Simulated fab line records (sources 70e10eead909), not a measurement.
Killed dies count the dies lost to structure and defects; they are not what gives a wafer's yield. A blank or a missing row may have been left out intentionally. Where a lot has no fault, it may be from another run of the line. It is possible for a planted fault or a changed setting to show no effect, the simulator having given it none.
2 desks, one fault ; flow nandHarc ; each desk holds nothing but its own numbers, with what lay behind them at the end

THE DEFECT DESK
What the inspections along the route counted, lot by lot: means of the sampled wafers that have a number. The brackets show how far a lot's mean lies from the usual mean; more than 4 standard deviations puts the lot out of limits, marked OUT.
Columns: A = rawDefectCount at NHARC_A_CHANNEL_HOLE_D1_INSPECT_40, usual 77
lot;first seen here;A
L952;day 9 23:23;95
L954;day 10 18:54;92
L957;day 11 07:52;64
L956;day 11 08:18;98
L958;day 12 03:41;82
L962;day 13 20:40;51
L966;day 15 20:15;43
L967;day 16 00:28;39
L971;day 17 11:19;73
L970;day 17 15:28;66
L972;day 17 20:34;42
L973;day 18 17:55;89
This desk's finding: nothing out of limits on any of the 12 lots.

DESK OF THE TOOL OWNER: rieSi-01
The tool's own readings at NHARC_A_DECK1_JOINT_ETCHBACK_00 (etches the open film in HBr, target depth 30 nm, time 17.4 s): means of the sampled wafers that have a number, for each lot that ran on this tool. The brackets show how far a lot's mean lies from the usual mean; more than 4 standard deviations puts the lot out of limits, marked OUT.
Columns: A = drypumpMotorCurrentA at NHARC_A_DECK1_JOINT_ETCHBACK_00, usual 5.6 A; B = oesProductAu at NHARC_A_DECK1_JOINT_ETCHBACK_00, usual 0.998 a.u.; C = runLengthS at NHARC_A_DECK1_JOINT_ETCHBACK_00, usual 38.6 s; D = throttleValvePct at NHARC_A_DECK1_JOINT_ETCHBACK_00, usual 23.266 %
lot;first seen here;A;B;C;D
L954;day 13 06:59;6.1;0.997;38.6;23.264
L956;day 13 19:27;5.7;0.987;38.4;23.263
L962;day 16 07:26;5.7;0.987;38.6;23.274
L967;day 18 10:35;5.6;0.998;34.6 (-9.6) OUT;23.259
L973;day 21 04:34;5.6;0.993;38.5;23.264
This desk's verdict: out of limits on L967, starting with L967 at day 18 10:35 (runLengthS at NHARC_A_DECK1_JOINT_ETCHBACK_00). In limits: L954, L956, L962, L973.

ALL TOGETHER
At day 18 10:35, on L967, the tool owner's desk was in a position to raise an alarm.
Nothing the defect desk looked at was out of limits.
The defect desk has L967 on record, within its limits.
The lots listed all ran NHARC_A_DECK1_JOINT_ETCHBACK_00 on rieSi-01.

WHAT THE SIMULATOR HAD INSERTED
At NHARC_A_DECK1_JOINT_ETCHBACK_00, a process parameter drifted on rieSi-01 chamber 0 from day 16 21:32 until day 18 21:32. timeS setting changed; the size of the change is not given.
Lots struck among those shown: L967.
Time in hours from fault onset to the first out-of-limits reading at each desk: the tool owner's desk, 37.
